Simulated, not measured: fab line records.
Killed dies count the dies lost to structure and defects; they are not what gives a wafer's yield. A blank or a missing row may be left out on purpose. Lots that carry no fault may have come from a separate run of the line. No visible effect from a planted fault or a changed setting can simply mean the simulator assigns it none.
The tool behind it: which one?	flow n5Finfet	30 wafers from 11 lots sampled at 4 of the route's 1938 steps

== WHAT THE GAUGES SHOWED, per wafer ==
N5_BEOL_M6_CD_MEAS_28: target cd 40 nm. Usual: cdNm reads 39.98 nm (standard deviation 0.27).
lot	measured	on	cdNm (nm)	flag
L158	day 9 12:08	cdSem-01	40.14 39.63 40.09	
L160	day 9 21:17	cdSem-01	40.17 39.77 39.61	
L161	day 10 03:17	cdSem-03	39.68 39.41 39.63	
L163	day 10 17:15	cdSem-01	40.20 39.89 40.32	
L168	day 11 04:02	cdSem-03	40.11 40.04 40.01	
L167	day 11 23:32	cdSem-02	39.78 39.26	
L171	day 12 02:05	cdSem-02	40.02 39.99	
L172	day 12 16:12	cdSem-02	40.11 40.20 40.40	
L173	day 13 06:19	cdSem-02	40.13 40.32	
L175	day 13 18:44	cdSem-01	39.78 40.03 39.86	
L180	day 15 04:23	cdSem-01	39.90 40.00 40.01	

N5_BEOL_M6_CD_MEAS_35: target cd 40 nm, target cd y 28 nm. Usual: cdNm reads 40.0 nm (standard deviation 0.73).
lot	measured	on	cdNm (nm)	flag
L158	day 9 12:50	cdSem-02	39.6 40.6 39.7	
L160	day 9 21:59	cdSem-01	40.3 41.5 40.7	
L161	day 10 03:59	cdSem-01	39.6 39.9 41.2	
L163	day 10 17:58	cdSem-01	40.6 40.6 40.7	
L168	day 11 05:04	cdSem-01	39.6 38.8 39.6	
L167	day 12 00:44	cdSem-01	39.9 40.0	
L171	day 12 02:47	cdSem-01	38.7 40.3	
L172	day 12 16:55	cdSem-02	41.4 41.8 41.2	
L173	day 13 07:02	cdSem-01	39.1 39.9	
L175	day 13 19:32	cdSem-03	39.9 39.3 40.0	
L180	day 15 05:35	cdSem-03	39.8 41.0 39.9	

== TOOL THAT RAN EACH LOT (tool first, then ch and the chambers of the sampled wafers, then the start) ==
lot	N5_BEOL_M6_DESCUM_33	N5_BEOL_M6_ETCH_41
L158	rieDiel-06 ch 0,1, day 9 12:15	rieDiel-06 ch 0,1, day 9 12:34
L160	rieDiel-05 ch 0,1, day 9 21:24	rieDiel-05 ch 0,1, day 9 21:43
L161	rieDiel-06 ch 1,3, day 10 03:25	rieDiel-06 ch 1,3, day 10 03:43
L163	rieDiel-06 ch 1,2,3, day 10 17:23	rieDiel-06 ch 1,2,3, day 10 17:41
L168	rieDiel-01 ch 0,2,3, day 11 04:29	rieDiel-01 ch 0,2,3, day 11 04:47
L167	rieDiel-01 ch 0,2, day 12 00:07	rieDiel-01 ch 0,2, day 12 00:26
L171	rieDiel-01 ch 2,3, day 12 02:12	rieDiel-01 ch 0,2, day 12 02:30
L172	rieDiel-06 ch 0,3, day 12 16:19	rieDiel-06 ch 0,3, day 12 16:38
L173	rieDiel-01 ch 3, day 13 06:26	rieDiel-01 ch 3, day 13 06:44
L175	rieDiel-05 ch 0,1,2, day 13 18:58	rieDiel-05 ch 0,1,2, day 13 19:16
L180	rieDiel-05 ch 0,1,2, day 15 05:00	rieDiel-05 ch 0,1,2, day 15 05:18
- N5_BEOL_M6_DESCUM_33: chemistry O2, time 7 s.
- N5_BEOL_M6_ETCH_41: etches SiCN in CH3F/O2, target depth 29.7 nm, time 52 s.

== AS READ BY THE TOOLS THEMSELVES (means over the sampled wafers that have a number; for cases with no such wafer, the mark the record gives instead) ==
N5_BEOL_M6_DESCUM_33. Usual: biasPowerW 19.99 W, standard deviation 0.054; drypumpMotorCurrentA 5.6 A, standard deviation 0.59; oesProductAu 0.80 a.u., standard deviation 0.1; rfVppV 242.7 V, standard deviation 1.4; showerheadPlenumPTorr 2.07 Torr, standard deviation 0.072; throttleValvePct 20.37 %, standard deviation 0.28.
lot	tool	biasPowerW (W)	drypumpMotorCurrentA (A)	oesProductAu (a.u.)	rfVppV (V)	showerheadPlenumPTorr (Torr)	throttleValvePct (%)	flag
L158	rieDiel-06	19.92	5.1	0.75	242.8	2.04	20.70	
L160	rieDiel-05	19.96	6.0	0.82	242.1	2.05	20.28	
L161	rieDiel-06	19.96	5.1	0.72	241.6	1.99	20.76	
L163	rieDiel-06	19.98	5.6	0.80	242.6	2.07	20.50	
L168	rieDiel-01	20.03	5.5	0.84	242.3	2.06	20.26	
L167	rieDiel-01	20.02	5.7	0.80	242.9	2.06	20.34	
L171	rieDiel-01	20.00	5.8	0.85	242.5	2.08	20.07	
L172	rieDiel-06	19.96	5.6	0.80	244.4	2.13	20.42	
L173	rieDiel-01	20.02	5.2	0.91	242.1	2.04	20.16	
L175	rieDiel-05	19.96	5.8	0.89	242.5	2.08	20.14	
L180	rieDiel-05	19.97	5.8	0.86	241.9	2.07	20.18	

N5_BEOL_M6_ETCH_41. Usual: drypumpMotorCurrentA 5.6 A, standard deviation 0.59; oesProductAu 0.80 a.u., standard deviation 0.097; rfVppV 297.0 V, standard deviation 1.6; runLengthS 75.3 s, standard deviation 0.35; showerheadPlenumPTorr 1.99 Torr, standard deviation 0.07; throttleValvePct 16.31 %, standard deviation 0.3.
lot	tool	drypumpMotorCurrentA (A)	oesProductAu (a.u.)	rfVppV (V)	runLengthS (s)	showerheadPlenumPTorr (Torr)	throttleValvePct (%)	flag
L158	rieDiel-06	5.1	0.76	296.2	75.8	1.96	16.64	
L160	rieDiel-05	6.0	0.80	296.5	75.3	1.97	16.18	
L161	rieDiel-06	5.1	0.72	295.6	75.3	1.92	16.70	
L163	rieDiel-06	5.6	0.80	296.7	75.4	1.99	16.45	
L168	rieDiel-01	5.5	0.84	296.8	75.2	1.97	16.15	
L167	rieDiel-01	5.7	0.79	297.0	70.3	1.97	16.22	OFF
L171	rieDiel-01	5.7	0.79	296.9	70.3	1.97	16.20	OFF
L172	rieDiel-06	5.6	0.81	298.0	75.3	2.05	16.43	
L173	rieDiel-01	5.2	0.90	296.6	70.7	1.95	16.05	OFF
L175	rieDiel-05	5.8	0.88	296.9	75.4	1.99	16.02	
L180	rieDiel-05	5.8	0.86	297.2	75.3	1.98	16.06	

== THE ANSWER, worked out from the rows above alone ==
Rule: take the mean of a lot's wafers that have a number; if it is more than 3 standard deviations from the usual mean, the lot is off. Also off: a lot with no number at a reading for which 4 or more lots have one. The other lots that the step has rows for count as sound. Order of review: gauges by route order, followed by the tools' own readings, for which a lot's mean as printed above is used. The first step at which some lot is off is used, and at that step the reading that is off furthest; a lot without a number counts as furthest.
Off: L167, L171, L173, at N5_BEOL_M6_ETCH_41 (runLengthS).
If a tool, at that step or one of the process steps before it, ran each lot that is off and ran no sound lot following the first of them, it fits. One fits: rieDiel-01 at N5_BEOL_M6_DESCUM_33 and N5_BEOL_M6_ETCH_41. At N5_BEOL_M6_DESCUM_33 its last sound lot is L168 (day 11 04:29), its first lot that is off L167 (day 12 00:07): a fault that began between those two fits.

== WHAT THE SIMULATOR HAD PUT IN ==
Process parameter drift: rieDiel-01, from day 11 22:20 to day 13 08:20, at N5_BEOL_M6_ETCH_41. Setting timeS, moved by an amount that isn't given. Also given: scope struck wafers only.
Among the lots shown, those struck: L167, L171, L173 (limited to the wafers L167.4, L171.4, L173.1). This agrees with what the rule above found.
